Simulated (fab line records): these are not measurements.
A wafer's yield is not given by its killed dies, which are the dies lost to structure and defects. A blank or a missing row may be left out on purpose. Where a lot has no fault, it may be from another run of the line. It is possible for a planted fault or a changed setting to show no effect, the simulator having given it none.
Matching of chambers | flow n5_finfet | N5_BEOL_M3_ILD_DEP_00 on pecvd-01: 3 sister chambers
The step deposits SiOC from DEMS/O2, target thk 79 nm, time 15.3 s. 22 wafers are shown with their chamber, then 11 later ones without.

WAFERS PAIRED WITH THEIR CHAMBERS
wafer  | chamber | throttle_valve_pct (%) | heater_power_w (W) | showerhead_plenum_p_Torr (Torr)
L074.1 | 0       | 12.0                   | 424                | 5.713
L074.4 | 0       | 12.0                   | 433                | 5.699
L074.5 | 2       | 11.3                   | 492                | 5.738
L076.2 | 2       | 11.1                   | 522                | 5.730
L076.3 | 1       | 13.7                   | 491                | 5.717
L076.4 | 0       | 11.7                   | 492                | 5.695
L077.1 | 2       | 11.3                   | 451                | 5.721
L077.2 | 1       | 13.5                   | 517                | 5.716
L077.4 | 0       | 11.7                   | 416                | 5.699
L078.1 | 2       | 11.1                   | 516                | 5.730
L078.4 | 1       | 13.6                   | 563                | 5.710
L078.6 | 2       | 11.1                   | 502                | 5.711
L084.2 | 2       | 11.3                   | 516                | 5.737
L084.3 | 0       | 11.7                   | 451                | 5.680
L084.6 | 1       | 13.6                   | 563                | 5.700
L086.1 | 1       | 13.4                   | 571                | 5.700
L086.3 | 2       | 11.2                   | 551                | 5.732
L086.5 | 1       | 13.5                   | 564                | 5.720
L087.1 | 0       | 12.1                   | 464                | 5.687
L087.5 | 2       | 11.5                   | 537                | 5.710
L087.6 | 0       | 12.0                   | 462                | 5.690
L090.2 | 2       | 11.1                   | 503                | 5.729

SIGNATURES, as means of the wafers listed above
reading                  | chamber 0 | chamber 1 | chamber 2 | scatter within a chamber
throttle_valve_pct       | 11.886    | 13.550    | 11.222    | 0.145
heater_power_w           | 448.86    | 544.83    | 510.00    | 29.2
showerhead_plenum_p_Torr | 5.69471   | 5.71050   | 5.72644   | 0.01
Rule: for each reading, subtract the chamber's mean from the wafer's reading, divide by that reading's scatter and square the result; add these up over the readings and take the root, which gives the wafer's distance from the chamber. The wafer belongs to the nearest chamber; if the next one is less than 2 further off, it can't be placed. How the scatter is found: for the shown wafers, subtract from each reading the mean of its chamber, square and add these, divide the total by (wafers less chambers), then take the root.

WAFERS MISSING THEIR CHAMBER
wafer  | throttle_valve_pct (%) | heater_power_w (W) | showerhead_plenum_p_Torr (Torr)
L090.3 | 13.5                   | 539                | 5.696
L090.5 | 11.8                   | 440                | 5.687
L089.1 | 13.7                   | 597                | 5.725
L089.4 | 11.1                   | 456                | 5.722
L089.5 | 12.1                   | 438                | 5.681
L091.2 | 11.4                   | 532                | 5.742
L091.3 | 13.6                   | 577                | 5.717
L091.6 | 11.2                   | 538                | 5.728
L092.1 | 11.0                   | 482                | 5.724
L092.2 | 13.7                   | 535                | 5.710
L092.3 | 11.8                   | 441                | 5.687

EACH ONE'S CHAMBER
wafer  | from the rows above | in truth
L090.3 | 1                   | 1
L090.5 | 0                   | 0
L089.1 | 1                   | 1
L089.4 | 2                   | 2
L089.5 | 0                   | 0
L091.2 | 2                   | 2
L091.3 | 1                   | 1
L091.6 | 2                   | 2
L092.1 | 2                   | 2
L092.2 | 1                   | 1
L092.3 | 0                   | 0
Correctly placed: 11 of 11. Left unplaced by these rows: 0. Number placed wrongly: 0.
